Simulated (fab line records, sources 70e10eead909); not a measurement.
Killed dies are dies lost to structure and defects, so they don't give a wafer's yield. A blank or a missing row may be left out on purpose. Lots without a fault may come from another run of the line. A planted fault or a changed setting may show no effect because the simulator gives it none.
Chamber matching | flow nand_harc | NHARC_P_M2_DESCUM_14 on rie_diel-12: 4 sister chambers
The step chemistry O2, time 3 s. 4 wafers are shown with their chamber, then 8 later ones without.

WAFERS WITH THEIR CHAMBER
wafer  | chamber | drypump_motor_current_A (A)
L089.5 | 0       | 5.4
L089.2 | 2       | 6.3
L089.3 | 3       | 5.2
L090.1 | 1       | 6.2

WAFERS WITHOUT THEIR CHAMBER
wafer  | drypump_motor_current_A (A)
L090.2 | 6.3
L090.3 | 5.2
L091.3 | 6.2
L091.5 | 6.2
L091.6 | 5.3
L095.2 | 6.3
L095.4 | 5.3
L095.6 | 6.3

WHICH CHAMBER EACH WENT THROUGH
wafer  | from the rows above     | in truth
L090.2 | 2                       | 2
L090.3 | 3                       | 3
L091.3 | 1                       | 1
L091.5 | 1                       | 1
L091.6 | can't be placed: 3 or 0 | 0
L095.2 | 2                       | 2
L095.4 | can't be placed: 3 or 0 | 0
L095.6 | 2                       | 2
Placed correctly: 6 of 8. Can't be placed from these rows: 2 (the true chamber is among the candidates in 2). Placed wrongly: 0.
How it was worked out, from the rows above alone: a wafer's distance from a chamber is the root of the sum, over the readings, of the square of ((its reading less the chamber's mean) divided by the reading's scatter). The wafer belongs to the nearest chamber; if the next one is less than 2 further off, it can't be placed. A chamber's mean is the mean of its shown wafers. The scatter: with one shown wafer a chamber, the root of the mean of the squares of how far each hidden wafer lies from its nearest shown one.
